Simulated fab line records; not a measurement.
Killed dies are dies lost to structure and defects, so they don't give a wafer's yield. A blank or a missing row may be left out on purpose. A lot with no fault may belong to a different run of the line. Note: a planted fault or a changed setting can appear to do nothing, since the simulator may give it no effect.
Chamber matching    flow n5_finfet    4 sister chambers for N5_BEOL_M4_ETCH_74 on rie_diel-01
The step etches underlayer in N2/H2, target depth 6.5 nm, time 5.2 s. 8 wafers are shown with their chamber, then 10 later ones without.

## EACH WAFER AND ITS CHAMBER
wafer   chamber  showerhead_plenum_p_Torr (Torr)  throttle_valve_pct (%)
L077.6  1        2.41                             18.39
L082.1  0        2.63                             18.03
L082.3  3        2.50                             17.85
L087.1  2        2.52                             18.05
L087.3  1        2.40                             18.43
L087.6  3        2.50                             17.86
L089.2  0        2.63                             18.02
L089.5  2        2.52                             18.02

## WAFERS WHOSE CHAMBER IS MISSING
wafer   showerhead_plenum_p_Torr (Torr)  throttle_valve_pct (%)
L089.6  2.40                             18.45
L093.1  2.51                             18.05
L093.2  2.63                             18.04
L093.4  2.49                             17.87
L095.3  2.63                             18.06
L095.5  2.49                             17.87
L095.6  2.51                             18.06
L097.2  2.62                             18.10
L097.3  2.71                             18.03
L097.5  2.49                             17.89

## EACH ONE'S CHAMBER
wafer    from the rows above   in truth
L089.6   1                     1
L093.1   2                     2
L093.2   0                     0
L093.4   3                     3
L095.3   0                     0
L095.5   3                     3
L095.6   2                     2
L097.2   0                     0
L097.3   0                     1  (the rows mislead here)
L097.5   3                     3
Correctly placed: 9 of 10. Left unplaced by these rows: 0. Number placed wrongly: 1.
How it was worked out, from the rows above alone: a wafer's distance from a chamber is the root of the sum, over the readings, of the square of ((its reading less the chamber's mean) divided by the reading's scatter). The wafer belongs to the nearest chamber; if the next one is less than 2 further off, it can't be placed. A chamber's mean is the mean of its shown wafers. The scatter: take each reading less its chamber's mean, square it, sum over the shown wafers, divide by the number of wafers less the number of chambers, and take the root.
